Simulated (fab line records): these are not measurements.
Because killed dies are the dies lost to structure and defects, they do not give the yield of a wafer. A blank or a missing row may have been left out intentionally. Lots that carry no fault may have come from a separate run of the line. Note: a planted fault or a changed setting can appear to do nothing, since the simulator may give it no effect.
Matching of chambers    flow n5-finfet    N5_SD_EPI_N_LINER_46 on ald-sin-02 has 4 sister chambers
The step material SiNx, target thk 3 nm. 8 wafers are shown with their chamber, then 9 later ones without.

EACH WAFER AND ITS CHAMBER
wafer   chamber  heater-power-outer-w (W)  heater-power-w (W)
L079.5  3        476                       815
L080.3  3        470                       792
L081.2  0        538                       916
L081.3  2        592                       869
L081.6  2        583                       880
L083.3  1        477                       838
L083.5  1        490                       841
L083.6  0        560                       944

WAFERS MISSING THEIR CHAMBER
wafer   heater-power-outer-w (W)  heater-power-w (W)
L087.2  581                       865
L087.4  565                       887
L087.5  571                       872
L088.1  559                       897
L088.2  472                       797
L088.4  482                       826
L096.1  478                       854
L096.5  475                       771
L096.6  570                       872

CHAMBER TAKEN BY EACH
wafer   from the rows above      in truth
L087.2  2                        2
L087.4  can't be placed: 2 or 0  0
L087.5  2                        2
L088.1  can't be placed: 0 or 2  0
L088.2  3                        3
L088.4  can't be placed: 1 or 3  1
L096.1  1                        1
L096.5  3                        3
L096.6  2                        2
Placed correctly: 6 of 9. Cannot be placed on the basis of these rows: 3; the candidates contain the true chamber in 3. Wrongly placed: 0.
How it was worked out, from the rows above alone: a wafer's distance from a chamber is the root of the sum, over the readings, of the square of ((its reading less the chamber's mean) divided by the reading's scatter). The wafer belongs to the nearest chamber; if the next one is less than 2 further off, it can't be placed. The mean given for a chamber averages the wafers shown for that chamber. How the scatter is found: for the shown wafers, subtract from each reading the mean of its chamber, square and add these, divide the total by (wafers less chambers), then take the root.
